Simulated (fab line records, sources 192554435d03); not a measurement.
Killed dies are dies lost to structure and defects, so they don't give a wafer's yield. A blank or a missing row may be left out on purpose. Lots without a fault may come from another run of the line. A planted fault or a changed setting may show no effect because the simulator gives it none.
Split-lot experiment | flow n5_finfet | 7 lots, 21 wafers read, on a route of 1938 steps

THE SPLIT
At N5_BEOL_M0_SAQP_SPACER2_ALD_26 (deposits SiO2, target thk 15 nm, pulse time 1 s, purge time 2 s), the setting target_thk_a was moved away from the recipe's 150 angstrom on 5 of the 21 wafers read, by -12.9% to +10.4%. The other wafers ran this setting at the recipe's value.

FROM THE SPLIT TO THE READING: what the file shows between them, 2 steps
- N5_BEOL_M0_SAQP_SPACER2_ETCHBACK_27: etches SiO2 in CHF3/O2, target depth 22.5 nm, time 11.25 s
- N5_BEOL_M0_SAQP_MANDREL2_REMOVE_110: chemistry HBr/Cl2/O2, target a-Si, stops on SiCN, bt time 10 s

THE READING
cd_nm, in nm, at N5_BEOL_M0_SAQP_CD_MEAS_29 (target cd 14.4 nm). Fault-free wafers of this fab line usually give 15.08 nm, standard deviation 0.21 nm.

wafer  | tool, chamber at the split | target_thk_a as run, angstrom | against the recipe | cd_nm, nm | against lot-mates on the recipe
L076.1 | ald_sin-04, 0,1            | 150                           | recipe             | 15.07     | -
L076.2 | ald_sin-04, 1              | 165.6                         | +10.4%             | 16.87     | +1.82
L076.6 | ald_sin-04, 0,1            | 150                           | recipe             | 15.04     | -
L081.2 | ald_sin-01, 3,2,3          | 150                           | recipe             | 15.01     | -
L081.5 | ald_sin-01, 3,2,3          | 150                           | recipe             | 15.49     | -
L081.6 | ald_sin-01, 3,2,3          | 150                           | recipe             | 14.85     | -
L086.3 | ald_sin-04, 0,2            | 150                           | recipe             | 14.86     | -
L086.4 | ald_sin-04, 0,2            | 150                           | recipe             | 15.17     | -
L086.5 | ald_sin-04, 0              | 140.2                         | -6.5%              | 14.14     | -0.88
L089.2 | ald_sin-04, 0,3,3          | 150                           | recipe             | 15.00     | -
L089.3 | ald_sin-04, 0,3,3          | 150                           | recipe             | 14.73     | -
L089.4 | ald_sin-04, 0,3,3          | 150                           | recipe             | 15.01     | -
L091.3 | ald_sin-04, 3              | 130.6                         | -12.9%             | 13.00     | -2.04
L091.4 | ald_sin-04, 0              | 150                           | recipe             | 15.04     | -
L091.5 | ald_sin-04, 3              | 130.6                         | -12.9%             | 12.82     | -2.22
L095.2 | ald_sin-02, 1              | 133.1                         | -11.3%             | 13.75     | -1.25
L095.4 | ald_sin-02, 3,2            | 150                           | recipe             | 15.09     | -
L095.6 | ald_sin-02, 3,2            | 150                           | recipe             | 14.90     | -
L097.1 | ald_sin-01, 2,3,2          | 150                           | recipe             | 15.38     | -
L097.3 | ald_sin-01, 2,3,2          | 150                           | recipe             | 15.00     | -
L097.6 | ald_sin-01, 2,3,2          | 150                           | recipe             | 15.09     | -
Where a row lists several chambers, the file gives one row for several wafers and doesn't say which wafer went through which chamber.

THE FIT
A straight line over all 21 wafers: cd_nm changes by +0.156 nm for each +1% of target_thk_a; r = +0.97; the points scatter about the line by 0.21 nm.
The same after taking each lot's own level away (the mean of its wafers on the recipe; 21 wafers): +0.155 nm for each +1%; r = +0.97; scatter 0.2 nm.
On that fit, the largest move of target_thk_a shifts the reading by 2 nm.
The lots' own levels span 14.913 to 15.157 nm, that is 1.2 times the standard deviation above.
So the lot-to-lot level changes the slope little: the two slopes agree.
Check: with one of the wafers moved furthest among these (-12.9%) left out of the fit, the line predicts -1.94 nm for it against its lot-mates. It came out at -2.04 nm against them.

OTHER SPLITS ON THESE WAFERS
These wafers also went through other splits before the reading. Each is held against what the fit with the lots' levels taken away leaves over:
other split on the same wafers          | wafers away from the commonest value | r with cd_nm (lot level and that fit taken away)
N5_MOL_CONTACT_COAG_DESCUM_45 time_s    | 8                                    | -0.04
N5_BEOL_M0_SAQP_ETCH_106 target_depth_a | 8                                    | -0.21

THE WHOLE CHAIN: every reading that the file lists as answering this split, in the file's order
step                                | what it does                                                    | reading                                                                                     | change (the file's fit)               | r (the file's)
N5_BEOL_M0_SAQP_SPACER2_ALD_26      | deposits SiO2, target thk 15 nm, pulse time 1 s, purge time 2 s | SiO2_of_BEOL_M0_SAQP_SPACER2_ALD_26.thk_nm (the simulator's own value, which no gauge read) | +0.151 nm for each +1% of the setting | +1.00
N5_BEOL_M0_SAQP_MANDREL2_REMOVE_110 | chemistry HBr/Cl2/O2, target a-Si, stops on SiCN, bt time 10 s  | BEOL_M0_SAQP.cd_nm (the simulator's own value, which no gauge read)                         | +0.155 nm for each +1% of the setting | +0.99
N5_BEOL_M0_SAQP_CD_MEAS_29          | target cd 14.4 nm                                               | cd_nm                                                                                       | +0.149 nm for each +1% of the setting | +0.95
N5_BEOL_M0_ETCH_138                 | etches SiCN in CH3F/O2, target depth 12 nm, time 31.6 s         | SiO2_of_BEOL_M0_SAQP_SPACER2_ALD_26.thk_nm (the simulator's own value, which no gauge read) | +0.144 nm for each +1% of the setting | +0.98
N5_BEOL_M0_HM_OPEN_105              | chemistry Cl2/BCl3, target TiN, target depth 12 nm              | SiO2_of_BEOL_M0_SAQP_SPACER2_ALD_26.thk_nm (the simulator's own value, which no gauge read) | +0.108 nm for each +1% of the setting | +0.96

THE FILE'S OWN FIT
cd_nm changes by +0.149 nm for each +1% of target_thk_a, r = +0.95.
